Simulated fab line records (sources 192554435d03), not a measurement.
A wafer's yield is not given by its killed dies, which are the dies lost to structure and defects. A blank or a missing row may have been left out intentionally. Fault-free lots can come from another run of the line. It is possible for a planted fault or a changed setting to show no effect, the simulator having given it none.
Split-lot trial | flow n5-finfet | route with 1938 steps; 7 lots, 39 wafers read

== ON THE SPLIT ==
At N5_DUMMY_GATE_CVD_03 (deposits a-Si from SiH4, target thk 150 nm, time 8042 s), the setting temp-c was moved away from the recipe's 530 C on 30 of the 39 wafers read, by -3.9% to +4.3%. The other wafers ran this setting at the recipe's value.

The reading comes from the split's own step.

== THE READING ==
a-Si_of_DUMMY_GATE_CVD_03.thk-nm (the simulator's own value, which no gauge read), in nm, at N5_DUMMY_GATE_CVD_03 (deposits a-Si from SiH4, target thk 150 nm, time 8042 s). No usual value for it is given in the file. Across the 9 wafers here that went through the recipe, the average is 151.3 nm and the standard deviation 1.2 nm.

wafer  | tool, chamber at the split | temp-c as run, C | against the recipe | a-Si_of_DUMMY_GATE_CVD_03.thk-nm, nm | against lot-mates on the recipe
L076.1 | -, -                       | 530              | recipe             | 152.2                                | -
L076.2 | -, -                       | 530              | recipe             | 151.6                                | -
L076.4 | -, -                       | 530              | recipe             | 151.6                                | -
L076.3 | -, -                       | 530              | recipe             | 152.8                                | -
L076.5 | -, -                       | 530              | recipe             | 151.8                                | -
L076.6 | -, -                       | 530              | recipe             | 152.4                                | -
L078.1 | -, -                       | 544              | +2.6%              | 221.4                                | no lot-mate on the recipe
L078.5 | -, -                       | 544              | +2.6%              | 221.4                                | no lot-mate on the recipe
L078.6 | -, -                       | 544              | +2.6%              | 221.4                                | no lot-mate on the recipe
L078.2 | -, -                       | 544              | +2.6%              | 222.2                                | no lot-mate on the recipe
L078.3 | -, -                       | 544              | +2.6%              | 222                                  | no lot-mate on the recipe
L078.4 | -, -                       | 544              | +2.6%              | 223                                  | no lot-mate on the recipe
L089.1 | -, -                       | 509.4            | -3.9%              | 81.6                                 | no lot-mate on the recipe
L089.2 | -, -                       | 509.4            | -3.9%              | 82.2                                 | no lot-mate on the recipe
L089.3 | -, -                       | 509.4            | -3.9%              | 82.2                                 | no lot-mate on the recipe
L089.4 | -, -                       | 509.4            | -3.9%              | 81.8                                 | no lot-mate on the recipe
L089.5 | -, -                       | 509.4            | -3.9%              | 80.4                                 | no lot-mate on the recipe
L089.6 | -, -                       | 509.4            | -3.9%              | 81.2                                 | no lot-mate on the recipe
L090.1 | -, -                       | 545.2            | +2.9%              | 226.6                                | no lot-mate on the recipe
L090.2 | -, -                       | 545.2            | +2.9%              | 225.8                                | no lot-mate on the recipe
L090.6 | -, -                       | 545.2            | +2.9%              | 225.8                                | no lot-mate on the recipe
L090.3 | -, -                       | 545.2            | +2.9%              | 226                                  | no lot-mate on the recipe
L090.4 | -, -                       | 545.2            | +2.9%              | 227.2                                | no lot-mate on the recipe
L090.5 | -, -                       | 545.2            | +2.9%              | 225.4                                | no lot-mate on the recipe
L094.2 | lpcvd-02, 1/95             | 530              | recipe             | 150.2                                | -
L094.4 | lpcvd-02, 1/104            | 530              | recipe             | 148.6                                | -
L094.5 | lpcvd-02, 1/109            | 530              | recipe             | 150.4                                | -
L096.1 | -, -                       | 548.1            | +3.4%              | 244.8                                | no lot-mate on the recipe
L096.2 | -, -                       | 548.1            | +3.4%              | 245.4                                | no lot-mate on the recipe
L096.3 | -, -                       | 548.1            | +3.4%              | 244.4                                | no lot-mate on the recipe
L096.4 | -, -                       | 548.1            | +3.4%              | 244.6                                | no lot-mate on the recipe
L096.5 | -, -                       | 548.1            | +3.4%              | 244.2                                | no lot-mate on the recipe
L096.6 | -, -                       | 548.1            | +3.4%              | 245                                  | no lot-mate on the recipe
L097.1 | -, -                       | 552.6            | +4.3%              | 276.4                                | no lot-mate on the recipe
L097.3 | -, -                       | 552.6            | +4.3%              | 276.4                                | no lot-mate on the recipe
L097.2 | -, -                       | 552.6            | +4.3%              | 276.8                                | no lot-mate on the recipe
L097.4 | -, -                       | 552.6            | +4.3%              | 276.6                                | no lot-mate on the recipe
L097.5 | -, -                       | 552.6            | +4.3%              | 276.6                                | no lot-mate on the recipe
L097.6 | -, -                       | 552.6            | +4.3%              | 277                                  | no lot-mate on the recipe

FIT RESULTS
A straight line over all 39 wafers: a-Si_of_DUMMY_GATE_CVD_03.thk-nm changes by +23.6 nm for each +1% of temp-c; r = +0.99; the points scatter about the line by 9.2 nm.
Too few moved wafers have a lot-mate on the recipe to fit a line with each lot's own level taken away.

== THE WHOLE CHAIN: every reading that the file lists as answering this split, in the file's order ==
step                 | what it does                                            | reading                                                                           | change (the file's fit)              | r (the file's)
N5_DUMMY_GATE_CVD_03 | deposits a-Si from SiH4, target thk 150 nm, time 8042 s | a-Si_of_DUMMY_GATE_CVD_03.thk-nm (the simulator's own value, which no gauge read) | +23.6 nm for each +1% of the setting | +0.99
N5_DUMMY_GATE_CMP_04 | polishes a-Si                                           | time-to-endpoint-s                                                                | withheld for each +1% of the setting | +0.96

== FILE'S OWN FIT ==
a-Si_of_DUMMY_GATE_CVD_03.thk-nm changes by +23.6 nm for each +1% of temp-c, r = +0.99.
